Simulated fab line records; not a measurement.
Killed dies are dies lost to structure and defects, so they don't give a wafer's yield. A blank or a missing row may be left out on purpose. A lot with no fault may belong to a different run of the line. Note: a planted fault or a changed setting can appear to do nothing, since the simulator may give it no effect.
A struck lot beside a sound one -- flow nandHarc -- 11 steps out of a route of 1302
Sound: these wafers, L968.3, L968.4, L968.5. Struck: wafer L966.5 (left out: L966.1, L966.2 of the same lot, which were not struck); the cause appears at the end.
For every step that has rows: the tool of each side, followed by ch and its chambers, followed by its first start. Under that, the readings that differ: sound wafers -- struck wafers -- difference of the means -- sigmas: that difference in standard deviations of wafers without a fault.
alike: readings whose means differ by less than 2 such deviations, and words and numbers that are the same on both sides. not compared: withheld readings, readings that some wafer has no value for, bounds like >300 that may hide the same value, and numbers for which the record gives no deviation and whose values overlap.
A row with sigmas, a row that says differs or no value, or rows on one side alone: a step with any of these is where the two part. Numbers that don't overlap but have no deviation are shown without sigmas and don't part them. A reading missing from all wafers of one side parts the sides only when that side holds two or more wafers.

NHARC_A_CHANNEL_FILL_D1_ALD_25: deposits SiOx, target thk 60 nm, pulse time 10 s, ald cycles 600.
  sound on aldHk-01 ch 0,1,3, day 17 02:35; struck on aldHk-01 ch 0, day 16 14:54
  alike: heaterPowerW, precursorPulseHeightRel
NHARC_A_CHANNEL_FILL_D1_ETCHBACK_08: etches the open film in C4F8, target depth 220 nm, time 110 s.
  sound: rieDiel-07 ch 0,3; struck: rieDiel-03 ch 3
reading,sound,struck,difference,sigmas
oesProductAu (a.u.),0.93 0.90 0.91,0.99,+0.08,+2
  alike: rfVppV
  not compared: rfHoursCounterH
NHARC_A_CHANNEL_FILL_D1_STRIP_29: strips in O2, time 20 s.
  sound: rieDiel-07 ch 1,2,3; struck: rieDiel-03 ch 1
  alike: drypumpMotorCurrentA, oesProductAu, rfVppV, showerheadPlenumPTorr, throttleValvePct
  not compared: rfHoursCounterH
then, 3 steps without rows for these wafers: NHARC_A_CHANNEL_FILL_D1_PRECLEAN_30 (cleans in dHF, time 30 s); NHARC_A_CHANNEL_FILL_D1_SRD_31; NHARC_A_CHANNEL_FILL_D1_CVD_09 (deposits poly-Si, target thk 150 nm, time 3000 s).
NHARC_A_CHANNEL_FILL_D1_CMP_10: polishes, target thk 150 nm.
  sound on cmp-03 ch 1,2, day 17 14:26; struck on cmp-01 ch 2, day 16 23:08
  alike: motorCurrentA, timeToEndpointS
after that, 1 step had no rows for these wafers: NHARC_A_CHANNEL_FILL_D1_SRD_12.
NHARC_A_CHANNEL_FILL_D1_INSPECT_13:
  sound on defectInspect-01, day 17 14:52; struck on defectInspect-02, day 16 23:32
  alike: rawDefectCount
NHARC_A_DECK1_JOINT_ETCHBACK_07: etches the open film in HBr, target depth 105 nm, time 26.9 s.
  sound on rieSi-02 ch 0,2,3, day 17 14:57; struck on rieSi-03 ch 0, day 16 23:36
reading,sound,struck,difference,sigmas
oesProductAu (a.u.),1.001 0.998 0.996,1.419,+0.421,+47
  alike: drypumpMotorCurrentA, throttleValvePct
  not compared: rfHoursCounterH
then, 1 step without rows for these wafers: NHARC_A_DECK1_JOINT_ETCH_25 (etches SiO2 in dHF, target depth 0.5 nm).

WHERE THEY PART
Last at NHARC_A_DECK1_JOINT_ETCHBACK_07 as far as this record goes, first at NHARC_A_CHANNEL_FILL_D1_ETCHBACK_08.

WHY: whatever the simulator had introduced
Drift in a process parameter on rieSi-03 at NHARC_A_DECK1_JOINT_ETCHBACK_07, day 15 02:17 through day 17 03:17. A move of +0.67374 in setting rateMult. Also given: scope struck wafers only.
